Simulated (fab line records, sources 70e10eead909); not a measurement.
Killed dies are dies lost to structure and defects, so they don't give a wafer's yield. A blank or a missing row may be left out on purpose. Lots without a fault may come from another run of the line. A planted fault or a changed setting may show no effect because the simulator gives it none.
Chamber matching | flow nand_harc | NHARC_P_BONDPAD_DESCUM_11 on rie_diel-02: 4 sister chambers
The step chemistry O2, time 3 s. 16 wafers are shown with their chamber, then 8 later ones without.

WAFERS WITH THEIR CHAMBER
wafer  | chamber | showerhead_plenum_p_Torr (Torr) | drypump_motor_current_A (A) | oes_product_au (a.u.)
L554.2 | 0       | 1.99                            | 5.5                         | 1.016
L554.3 | 2       | 1.85                            | 5.4                         | 1.000
L554.6 | 2       | 1.85                            | 5.4                         | 1.002
L563.3 | 0       | 1.99                            | 5.4                         | 1.008
L563.5 | 1       | 1.80                            | 6.1                         | 0.988
L563.6 | 0       | 1.99                            | 5.5                         | 1.005
L564.1 | 3       | 1.94                            | 5.6                         | 1.006
L564.2 | 1       | 1.79                            | 6.1                         | 0.993
L564.6 | 3       | 1.94                            | 5.5                         | 1.013
L566.1 | 1       | 1.79                            | 6.1                         | 0.996
L566.3 | 0       | 1.99                            | 5.5                         | 1.012
L566.6 | 1       | 1.79                            | 6.1                         | 0.994
L567.1 | 0       | 1.99                            | 5.5                         | 1.006
L567.3 | 1       | 1.79                            | 6.1                         | 0.997
L567.5 | 2       | 1.85                            | 5.4                         | 0.998
L568.3 | 2       | 1.85                            | 5.4                         | 0.997

SIGNATURES (means of the wafers above)
reading                  | chamber 0 | chamber 1 | chamber 2 | chamber 3 | scatter within a chamber
showerhead_plenum_p_Torr | 1.9900    | 1.7920    | 1.8500    | 1.9400    | 0.00258
drypump_motor_current_A  | 5.480     | 6.100     | 5.400     | 5.550     | 0.0329
oes_product_au           | 1.00940   | 0.99360   | 0.99925   | 1.00950   | 0.00378
Rule: a wafer's distance from a chamber is the root of the sum, over the readings, of the square of ((its reading less the chamber's mean) divided by the reading's scatter). The wafer belongs to the nearest chamber; if the next one is less than 2 further off, it can't be placed. The scatter: the root of (the sum of the squares of (reading less its chamber's mean) over the shown wafers, divided by (wafers less chambers)).

WAFERS WITHOUT THEIR CHAMBER
wafer  | showerhead_plenum_p_Torr (Torr) | drypump_motor_current_A (A) | oes_product_au (a.u.)
L568.4 | 1.99                            | 5.5                         | 1.014
L568.6 | 1.79                            | 6.1                         | 0.997
L570.1 | 1.94                            | 5.6                         | 1.000
L570.2 | 1.85                            | 5.5                         | 0.997
L570.3 | 1.99                            | 5.5                         | 1.010
L573.1 | 1.94                            | 5.6                         | 1.018
L573.2 | 1.79                            | 6.1                         | 0.984
L573.6 | 1.94                            | 5.6                         | 1.021

WHICH CHAMBER EACH WENT THROUGH
wafer  | from the rows above | in truth
L568.4 | 0                   | 0
L568.6 | 1                   | 1
L570.1 | 3                   | 3
L570.2 | 2                   | 2
L570.3 | 0                   | 0
L573.1 | 3                   | 3
L573.2 | 1                   | 1
L573.6 | 3                   | 3
Placed correctly: 8 of 8. Can't be placed from these rows: 0. Placed wrongly: 0.
